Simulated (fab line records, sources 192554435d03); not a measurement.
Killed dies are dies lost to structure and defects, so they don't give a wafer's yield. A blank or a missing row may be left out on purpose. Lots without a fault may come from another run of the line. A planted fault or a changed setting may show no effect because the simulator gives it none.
A struck lot beside a sound one | flow n5_finfet | 16 steps out of a route of 1938
Sound: wafers L698.3, L698.4, L698.5. Struck: wafer L700.1. (L700.2, L700.6 of the same lot were not struck and are left out.) The cause comes at the end.
At each step with rows: each side's tool, then ch and its chambers, then its first start. Under that, the readings that differ: sound wafers | struck wafers | difference of the means | sigmas: that difference in standard deviations of wafers without a fault.
alike: readings whose means differ by less than 2 such deviations, and words and numbers that are the same on both sides. not compared: withheld readings, readings that some wafer has no value for, bounds like >300 that may hide the same value, and numbers for which the record gives no deviation and whose values overlap.
The two part at a step that has a row with sigmas, a row that says differs or no value, or rows on one side only. Numbers that don't overlap but have no deviation are shown without sigmas and don't part them. A reading that every wafer of one side lacks parts them only if that side has two wafers or more.

first, 6 steps without rows for these wafers: N5_BEOL_M2_COAT_22 (resist thk 30 nm); N5_BEOL_M2_EBR_24; N5_BEOL_M2_SOFTBAKE_23 (time 60 s); N5_BEOL_M2_EXPOSE_25 (exposes mask V1, defocus 5 nm); N5_BEOL_M2_PEB_26 (peb time 60 s); N5_BEOL_M2_DEVELOP_27 (develop time 30 s).
N5_BEOL_M2_CD_MEAS_28: target cd 26.2 nm, target cd y 24.1 nm.
  sound on cd_sem-02 ch 0, day 9 07:11; struck on cd_sem-03 ch 0, day 9 18:53
  alike: cd_nm
N5_BEOL_M2_OVL_MEAS_29:
  sound on overlay-01 ch 0, day 9 07:14; struck on overlay-02 ch 0, day 9 18:55
  alike: V1_OVL
N5_BEOL_M2_INSPECT_30: inspects for defects (brightfield).
  sound on defect_inspect-02, day 9 07:17; struck on defect_inspect-02, day 9 18:59
  reading          | sound       | struck | difference | sigmas
  raw_defect_count | 475 631 473 | 346    | -180       | -2
N5_BEOL_M2_DESCUM_33: chemistry O2, time 7 s.
  sound on rie_diel-03 ch 0,3, day 9 07:40; struck on rie_diel-03 ch 1, day 9 19:01
  alike: drypump_motor_current_A, oes_product_au, rf_vpp_V, showerhead_plenum_p_Torr, throttle_valve_pct
  not compared: rf_hours_counter_h
N5_BEOL_M2_ETCH_77: etches underlayer in N2/H2, target depth 6.5 nm, time 5.2 s.
  sound on rie_diel-03 ch 0,3, day 9 07:42; struck on rie_diel-03 ch 1, day 9 19:02
  alike: drypump_motor_current_A, etch_rf_on_time_s, oes_product_au, rf_vpp_V, showerhead_plenum_p_Torr, throttle_valve_pct
  not compared: rf_hours_counter_h
N5_BEOL_M2_ETCH_69: etches SiARC in CF4, target depth 15.6 nm, time 26 s.
  sound on rie_diel-03 ch 0,3, day 9 07:43; struck on rie_diel-03 ch 1, day 9 19:04
  alike: drypump_motor_current_A, etch_rf_on_time_s, oes_product_au, rf_vpp_V, showerhead_plenum_p_Torr, throttle_valve_pct
  not compared: rf_hours_counter_h
N5_BEOL_M2_ALD_98: deposits SiO2, target thk 2.5 nm, pulse time 1 s, co reactant pulse time 1 s.
  sound on ald_sin-04 ch 0,1,2, day 9 07:48; struck on ald_sin-04 ch 1, day 9 19:10
  reading                                  | sound       | struck | difference | sigmas
  ald_cycles                               | 17 17 17    | 28     | +11        |
  model.SiO2_of_BEOL_M2_ALD_98.thk_nm (nm) | 2.4 2.6 2.6 | 4.2    | +1.7       |
  alike: heater_power_w, precursor_pulse_height_rel
N5_BEOL_M2_ETCHBACK_99: etches SiO2 in CHF3, target depth 5 nm, time 10.4 s.
  sound on rie_diel-06 ch 1,2,3, day 9 13:02; struck on rie_diel-02 ch 2, day 9 20:31
  reading      | sound       | struck | difference | sigmas
  rf_vpp_V (V) | 249 242 240 | 230    | -14        | -3
  alike: drypump_motor_current_A, oes_product_au, showerhead_plenum_p_Torr, throttle_valve_pct
  not compared: rf_hours_counter_h
N5_BEOL_M4_RC_MEAS_101:
  sound on prober-01 ch 0, day 10 22:16; struck on prober-01 ch 0, day 11 06:30
  alike: DIBL_N, DIBL_P, IOFF_N, IOFF_P, ION_N, ION_P, SS_N, SS_P, VT_N, VT_P
-- the record jumps here: 5 days lie between the struck wafers' starts before and after (it left off in module BEOL_M4 and takes up again in module PASSIVATION, whose first step shown is number 1936 of the route) --
N5_PASSIVATION_PROBE_49:
  the record has rows for the struck wafers here (prober-01, day 15 22:06) and none for the sound ones

WHERE THEY PART
First at N5_BEOL_M2_INSPECT_30; last, within this record, at N5_PASSIVATION_PROBE_49.

WHY: what the simulator had put in
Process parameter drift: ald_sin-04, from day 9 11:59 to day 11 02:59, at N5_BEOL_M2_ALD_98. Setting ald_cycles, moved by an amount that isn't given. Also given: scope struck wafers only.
